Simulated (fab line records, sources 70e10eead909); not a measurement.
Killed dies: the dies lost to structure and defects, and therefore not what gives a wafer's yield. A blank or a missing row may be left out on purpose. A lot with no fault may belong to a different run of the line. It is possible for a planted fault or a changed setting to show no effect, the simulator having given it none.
Code-filled problem report in 8D (eight disciplines) form :: flow nand harc :: the parts of the form that need people (team, actions taken, sign-off) are left out

== 1. THE ISSUE ==
Mean of sort_bin_2_pct at NHARC_END_SORT_01: 38.8 % across 4 wafers in 2 lots; on wafers with no fault it is 2.7 % (standard deviation 1.2). Measured from the usual mean, that is +30 standard deviations.
Earliest sighting: wafer L287.2 on prober-01 at day 27 16:24. The record has a number at this step for 12 wafers belonging to 4 lots. Rule for "out" (also "out of limits"): further than 4 standard deviations from the usual mean. Any other wafer with a number is counted as sound.

== 2. WHAT IT IS, AND WHAT IT ISN'T ==
question: which readings at this step
is: sort_bin_2_pct, defect limited yield, killed at array, killed dies, sort_bin_3_pct, sort_bin_4_pct, sort n pass, sort rim yield pct, sort yield pct
is not: killed at other, killed at periphery, killed open, killed short

question: which lots
is: L287, L288
is not: L282, L302

question: which wafers of those lots
is: L287.2, L287.6, L288.2, L288.6
is not: L287.1, L288.1

question: read on which gauges
is: prober-01, prober-02
is not: -

question: when
is: from day 27 16:24
is not: up to then (4 sound wafers); but 4 sound wafers of L288, L302 came after

== 3. THE SUSPECTS, EACH WITH WHAT RULES IT OUT ==
Counting: if a tool at a process step up to the reading ran every lot that is out, it stays a suspect. Sound lots after the first of them don't rule it out here, since some wafers of a struck lot are sound.
- the gauge at NHARC_END_SORT_01 is ruled out. Those wafers that are out were read across 2 gauges (prober-01, prober-02).
- ecd cu-01 at NHARC_A_M1_ECD_22 (material Cu, target thk 400 nm): kept. It ran every lot that is out, first L287 (day 26 00:34); its last sound lot up to then is L282 (day 25 09:07).
- rtp anneal-01 at NHARC_THIN_TSV_ANNEAL_52 (time 90 s): kept. It ran every lot that is out, first L287 (day 27 01:38).
- rie metal-01 at NHARC_THIN_TSV_ETCH_36 (etches the open film in Cl2/BCl3, target depth 65 nm, time 18.571 s): kept. It ran every lot that is out, first L287 (day 27 04:08).
After the count, these remain: ecd cu-01 at NHARC_A_M1_ECD_22, rtp anneal-01 at NHARC_THIN_TSV_ANNEAL_52 and rie metal-01 at NHARC_THIN_TSV_ETCH_36.

== 4. THE CAUSE (what the simulator had put in) ==
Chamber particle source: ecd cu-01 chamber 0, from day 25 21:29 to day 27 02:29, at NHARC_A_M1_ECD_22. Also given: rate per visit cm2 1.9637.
Counting leaves 3 suspects; this tool is one of them.

== 5. THE EFFECT CHAIN, in route order ==
Rows list readings where the struck wafers' mean (over those with a number) sits beyond 3 standard deviations from the usual. Readings are gone through only where the record gives a usual standard deviation; hours: the median, over the lots, of the time from a lot's start at the first step in this table giving one to that lot's start at this step; sigmas: the change measured in usual standard deviations.
hours: 0
step: NHARC_END_SORT_01
reading: defect limited yield
usual: 92.3 %
on struck wafers: 15.1
change: -77.2
sigmas: -29

hours: 0
step: NHARC_END_SORT_01
reading: killed at array
usual: 47
on struck wafers: 572
change: +524
sigmas: +29

hours: 0
step: NHARC_END_SORT_01
reading: killed dies
usual: 52
on struck wafers: 575
change: +523
sigmas: +29

hours: 0
step: NHARC_END_SORT_01
reading: sort_bin_2_pct
usual: 2.7 %
on struck wafers: 38.8
change: +36.1
sigmas: +30

hours: 0
step: NHARC_END_SORT_01
reading: sort_bin_3_pct
usual: 0.6 %
on struck wafers: 9.3
change: +8.7
sigmas: +23

hours: 0
step: NHARC_END_SORT_01
reading: sort_bin_4_pct
usual: 4.5 %
on struck wafers: 36.8
change: +32.3
sigmas: +22

hours: 0
step: NHARC_END_SORT_01
reading: sort n pass
usual: 625
on struck wafers: 102
change: -523
sigmas: -29

hours: 0
step: NHARC_END_SORT_01
reading: sort rim yield pct
usual: 89 %
on struck wafers: 17
change: -72
sigmas: -16

hours: 0
step: NHARC_END_SORT_01
reading: sort yield pct
usual: 92.3 %
on struck wafers: 15.1
change: -77.2
sigmas: -29

== 6. WHAT WOULD HAVE CAUGHT IT SOONER ==
The first out-of-limits reading at a measuring or inspecting step in this record came at day 27 16:24, 43 hours after the fault's start at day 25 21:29.
By day 27 16:24 the whole set of lots that are out, 2 in number, had already begun NHARC_A_M1_ECD_22 on ecd cu-01. None of them would have been spared by holding the tool at that moment.
